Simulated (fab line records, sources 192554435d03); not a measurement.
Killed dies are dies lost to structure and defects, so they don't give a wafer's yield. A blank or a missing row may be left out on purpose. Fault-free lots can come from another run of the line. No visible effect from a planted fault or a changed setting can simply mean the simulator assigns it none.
Matching of chambers    flow n5 finfet    N5_BEOL_M5_STRIP_64 on rie diel-02: 4 sister chambers
The step strips in CF4. 27 wafers are shown with their chamber, then 12 later ones without.

WAFERS WITH THEIR CHAMBER
wafer   chamber  drypump motor current A (A)  showerhead plenum p Torr (Torr)  throttle valve pct (%)
L074.1  1        5.4                          1.82                             13.2
L074.2  0        5.1                          1.77                             13.8
L074.3  3        6.6                          1.89                             13.3
L074.4  2        6.6                          1.84                             13.0
L074.5  1        5.4                          1.82                             13.2
L074.6  0        5.1                          1.77                             13.9
L075.1  0        5.1                          1.77                             13.9
L075.4  2        6.6                          1.84                             13.0
L075.5  1        5.4                          1.81                             13.2
L077.1  3        6.6                          1.89                             13.4
L077.2  1        5.4                          1.81                             13.2
L077.4  0        5.1                          1.76                             13.9
L080.2  0        5.1                          1.76                             13.9
L080.3  2        6.6                          1.84                             13.1
L080.4  3        6.5                          1.89                             13.4
L079.1  2        6.6                          1.84                             13.1
L079.3  0        5.1                          1.76                             13.9
L079.5  1        5.4                          1.81                             13.2
L082.2  0        5.1                          1.76                             13.9
L082.3  3        6.7                          1.88                             13.4
L082.6  0        5.1                          1.76                             13.9
L084.1  0        5.1                          1.76                             13.9
L084.2  3        6.6                          1.88                             13.4
L084.5  2        6.6                          1.83                             13.1
L087.2  1        5.4                          1.81                             13.3
L087.4  3        6.6                          1.88                             13.4
L087.6  3        6.5                          1.88                             13.4

SIGNATURES, as means of the wafers listed above
reading                   chamber 0  chamber 1  chamber 2  chamber 3  scatter within a chamber
drypump motor current A   5.100      5.400      6.600      6.586      0.0352
showerhead plenum p Torr  1.7633     1.8133     1.8380     1.8843     0.00504
throttle valve pct        13.889     13.217     13.060     13.386     0.0405
Rule: a wafer lies at a distance from a chamber equal to the root of the sum of squares, over the readings, of (its reading less the chamber's mean, divided by the reading's scatter). If the next closest chamber is less than 2 further off than the closest, the wafer can't be placed; otherwise it belongs to the closest. The scatter is the square root of a quotient: the sum, over the shown wafers, of each reading's squared deviation from its chamber's mean, divided by wafers minus chambers.

WAFERS WHOSE CHAMBER IS MISSING
wafer   drypump motor current A (A)  showerhead plenum p Torr (Torr)  throttle valve pct (%)
L091.4  5.4                          1.81                             13.3
L091.5  5.1                          1.76                             13.9
L091.6  5.4                          1.81                             13.3
L090.1  5.4                          1.81                             13.3
L090.2  6.6                          1.83                             13.1
L090.6  5.1                          1.76                             13.9
L093.1  6.6                          1.88                             13.4
L093.3  5.1                          1.76                             13.9
L093.4  5.4                          1.80                             13.3
L097.1  6.6                          1.87                             13.5
L097.4  6.6                          1.83                             13.2
L097.6  5.4                          1.80                             13.3

WHICH CHAMBER EACH ONE RAN IN
wafer   from the rows above  in truth
L091.4  1                    1
L091.5  0                    0
L091.6  1                    1
L090.1  1                    1
L090.2  2                    2
L090.6  0                    0
L093.1  3                    3
L093.3  0                    0
L093.4  1                    1
L097.1  3                    3
L097.4  2                    2
L097.6  1                    1
Correct placement for 12 of the 12. Not placeable from these rows: 0. Wrongly placed: 0.
